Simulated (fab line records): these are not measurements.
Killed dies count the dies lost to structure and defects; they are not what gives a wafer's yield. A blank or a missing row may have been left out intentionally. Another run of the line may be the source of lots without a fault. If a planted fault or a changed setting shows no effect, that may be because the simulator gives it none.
Struck lot and sound lot, side by side / flow nand harc / 14 steps out of a route of 1159
Sound: the wafers L348.2, L348.4, L348.5. Struck: wafer L360.3 (left out: L360.1, L360.6 of the same lot, which were not struck); the cause appears at the end.
Per side, at each step with rows, come the tool, then ch with its chambers, and then its first start. Under that, the readings that differ: sound wafers / struck wafers / difference of the means / sigmas: that difference in standard deviations of wafers without a fault.
alike: same words and numbers on both sides, and readings whose means sit less than 2 such deviations apart. not compared: any withheld reading, any reading some wafer has no value for, any bound like >300 that may hide the same value, and any number with overlapping values for which the record gives no deviation.
The two part at a step that has a row with sigmas, a row that says differs or no value, or rows on one side only. Non-overlapping numbers with no deviation appear without sigmas and do not part them. A reading that every wafer of one side lacks parts them only if that side has two wafers or more.

NHARC_P_CONTACT_ETCH_35: etches the open film in CF4, target depth 39 nm, time 65 s.
  sound on rie diel-13 ch 0,1, day 6 09:46; struck on rie diel-11 ch 1, day 9 11:23
reading=throttle valve pct (%); sound=13.290 13.309 13.270; struck=13.310; difference=+0.020; sigmas=+2
  alike: drypump motor current A, oes product au, rf vpp V, showerhead plenum p Torr
  not compared: rf hours counter h
then, 1 step without rows for these wafers: NHARC_P_CONTACT_ETCH_36 (etches the open film in N2/H2, target depth 260 nm, time 406.25 s).
NHARC_P_CONTACT_ETCH_18: etches the open film in C4F8/O2/Ar, target depth 481 nm, time 240.5 s.
  sound: rie diel-13 ch 1,2; struck: rie diel-11 ch 3
  alike: oes product au, rf vpp V
  not compared: rf hours counter h
then, 2 steps without rows for these wafers: NHARC_P_CONTACT_STRIP_37 (strips in C4F8/O2/Ar); NHARC_P_CONTACT_ETCH_31 (etches the open film in CH3F/O2, target depth 30 nm, time 85.7 s).
NHARC_P_CONTACT_CD_MEAS_19:
  sound on cd sem-03 at day 6 10:32; struck on cd sem-01 at day 9 12:10
  alike: cd nm
NHARC_P_CONTACT_STRIP_28: strips in O2.
  sound on rie diel-11 ch 0,3, day 6 10:37; struck on rie diel-11 ch 2, day 9 12:15
reading=drypump motor current A (A); sound=6.3 6.7 6.3; struck=5.2; difference=-1.2; sigmas=-2
reading=oes product au (a.u.); sound=1.001 1.011 1.004; struck=0.979; difference=-0.026; sigmas=-3
  alike: rf vpp V, showerhead plenum p Torr, throttle valve pct
  not compared: rf hours counter h
then, 1 step without rows for these wafers: NHARC_P_CONTACT_STRIP_29 (strips in post etch residue remover, time 1200 s).
NHARC_P_CONTACT_DEGAS_38: time 60 s.
  sound on pvd sputter-01 at day 6 11:19; struck on pvd sputter-02 at day 9 12:54
  alike: heater power w
then, 2 steps without rows for these wafers: NHARC_P_CONTACT_PRE_CLEAN_39 (time 19.5 s); NHARC_P_CONTACT_PVD_32 (deposits Ti, target thk 5 nm, time 17.7 s).
NHARC_P_CONTACT_ALD_22: deposits TiN, target thk 3 nm, pulse time 1 s, ald cycles 150.
  sound on ald metal-01 ch 0,1,3, day 6 11:37; struck on ald metal-01 ch 1, day 9 13:09
  alike: heater power w, precursor pulse height rel
NHARC_P_CONTACT_CVD_23: deposits W, target thk 200 nm, time 557 s.
  sound on cvd w-02 ch 0,1, day 6 11:49; struck on cvd w-01 ch 1, day 9 16:31
  alike: heater power w, throttle valve pct
NHARC_P_CONTACT_CMP_24: polishes, t overpolish 30 s, target thk 200 nm.
  sound on cmp-03 ch 0,2,3, day 6 12:31; struck on cmp-04 ch 0, day 9 17:07
reading=retaining ring pressure frac; sound=0.999 0.994 0.996; struck=1.010; difference=+0.014; sigmas=+3
reading=time to endpoint s (s); sound=38.3 38.0 38.3; struck=27.2; difference=-11.0; sigmas=-4
  alike: motor current A, overpolish run s

## WHERE THEY PART
First at NHARC_P_CONTACT_ETCH_35; last, within this record, at NHARC_P_CONTACT_CMP_24.

WHY: what the simulator had put in
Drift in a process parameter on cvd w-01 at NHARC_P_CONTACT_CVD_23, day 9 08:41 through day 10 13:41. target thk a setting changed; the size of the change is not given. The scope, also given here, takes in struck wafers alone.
